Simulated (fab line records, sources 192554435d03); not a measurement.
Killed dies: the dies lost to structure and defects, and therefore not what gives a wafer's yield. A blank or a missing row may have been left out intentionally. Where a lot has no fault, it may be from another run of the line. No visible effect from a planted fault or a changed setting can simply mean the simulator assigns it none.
Split-lot experiment ; flow n5 finfet ; 21 wafers read across 7 lots, on a route 1938 steps long

## ABOUT THE SPLIT
At N5_DUMMY_GATE_PECVD_30 (deposits SiO2 from TEOS/O2, target thk 55 nm, time 10.8 s), the setting time s was moved away from the recipe's 10.8 s on 7 of the 21 wafers read, by -7.0% to +14.6%. For the rest of the wafers, this setting stayed at what the recipe calls for.

## FROM THE SPLIT TO THE READING: what the file shows between them, 5 steps
- N5_DUMMY_GATE_COAT_34: time 60 s, resist thk 60 nm
- N5_DUMMY_GATE_COAT_35: time 60 s, resist thk 10 nm
- N5_DUMMY_GATE_ETCH_31: etches SiO2 in C4F6/O2, target depth 82.5 nm, time 27.5 s
- N5_DUMMY_GATE_STRIP_41: strips in O2
- N5_DUMMY_GATE_HM_OPEN_21: chemistry CH3F/O2, target SiNx, target depth 120 nm, time 171.4 s

## THE READING
SiO2_of_DUMMY_GATE_PECVD_30.thk nm (the simulator's own value, which no gauge read), in nm, at N5_DUMMY_GATE_ETCH_32 (etches SiO2 in CF4, target depth 3.5 nm, time 3.9 s). The file gives no usual value for it. Here, 14 wafers ran the recipe; their average is 41.7 nm with a standard deviation of 0.65 nm.

wafer;tool, chamber at the split;time s as run, s;against the recipe;SiO2_of_DUMMY_GATE_PECVD_30.thk nm, nm;against lot-mates on the recipe
L081.2;pecvd-04, 2;10.8;recipe;41;-
L081.3;pecvd-04, 0;10.8;recipe;41;-
L081.4;pecvd-04, 0;12.38;+14.6%;50.4;+9.4
L082.1;pecvd-01, 2;10.08;-6.7%;39.4;-3.3
L082.4;pecvd-01, 2;10.8;recipe;43;-
L082.5;pecvd-01, 0;10.8;recipe;42.4;-
L083.1;pecvd-02, 0;10.8;recipe;41.4;-
L083.4;pecvd-02, 0;10.8;recipe;42.2;-
L083.6;pecvd-02, 1;10.8;recipe;41.8;-
L089.2;pecvd-01, 2;10.22;-5.4%;37.6;-3.5
L089.3;pecvd-01, 0;10.8;recipe;41.4;-
L089.6;pecvd-01, 0;10.8;recipe;40.8;-
L092.4;pecvd-04, 0;10.8;recipe;41.6;-
L092.5;pecvd-04, 1;10.04;-7.0%;37.6;-4.0
L092.6;pecvd-04, 2;10.04;-7.0%;38.2;-3.4
L093.1;pecvd-01, 1;10.8;recipe;42;-
L093.3;pecvd-01, 0;10.8;recipe;41.2;-
L093.5;pecvd-01, 2;10.8;recipe;42.8;-
L094.2;pecvd-02, 1,0;11.49;+6.4%;44.8;+3.2
L094.6;pecvd-02, 1,0;11.49;+6.4%;44.8;+3.2
L094.4;pecvd-02, 1;10.8;recipe;41.6;-
When a row names more than one chamber, that row covers several wafers, and the file does not tell which wafer ran in which chamber.

THE FIT
A straight line over all 21 wafers: SiO2_of_DUMMY_GATE_PECVD_30.thk nm changes by +0.551 nm for each +1% of time s; r = +0.97; the points scatter about the line by 0.73 nm.
The same after taking each lot's own level away (the mean of its wafers on the recipe; 21 wafers): +0.58 nm for each +1%; r = +0.99; scatter 0.47 nm.
On that fit, the largest move of time s shifts the reading by 8.5 nm.
Across the lots, their own levels run from 41.00 to 42.70 nm, a range of 2.6 times the standard deviation given above.
The two slopes agree, so the slope changes little with the lot-to-lot level.
Check: for one of the wafers moved furthest among these (+14.6%), held out of the fit, the line's prediction against its lot-mates is +7.63 nm. It came out at +9.4 nm against them.

## THE OTHER SPLITS THESE WAFERS WENT THROUGH
Other splits were also applied to these wafers ahead of the reading. Each is held against what the fit with the lots' levels taken away leaves over:
other split on the same wafers;wafers away from the commonest value;r with SiO2_of_DUMMY_GATE_PECVD_30.thk nm (lot level and that fit taken away)
N5_WELL_APT_COAT_02 spin rpm;4;+0.19
N5_WELL_APT_EXPOSE_05 dose mj;8;-0.04
N5_PMOS_HMC_CHANNEL_EPI_ETCH_32 bias w;5;-0.13
N5_FIN_SAQP_ETCH_34 source w;9;+0.48

## THE WHOLE CHAIN: every reading that the file lists as answering this split, in the file's order
step;what it does;reading;change (the file's fit);r (the file's)
N5_DUMMY_GATE_PECVD_30;deposits SiO2 from TEOS/O2, target thk 55 nm, time 10.8 s;SiO2_of_DUMMY_GATE_PECVD_30.thk nm (the simulator's own value, which no gauge read);+0.564 nm for each +1% of the setting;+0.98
N5_DUMMY_GATE_HM_OPEN_21;chemistry CH3F/O2, target SiNx, target depth 120 nm, time 171.4 s;SiO2_of_DUMMY_GATE_PECVD_30.thk nm (the simulator's own value, which no gauge read);+0.6 nm for each +1% of the setting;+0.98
N5_DUMMY_GATE_ETCH_32;etches SiO2 in CF4, target depth 3.5 nm, time 3.9 s;SiO2_of_DUMMY_GATE_PECVD_30.thk nm (the simulator's own value, which no gauge read);+0.595 nm for each +1% of the setting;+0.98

## THE FILE'S OWN FIT
SiO2_of_DUMMY_GATE_PECVD_30.thk nm changes by +0.595 nm for each +1% of time s, r = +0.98.
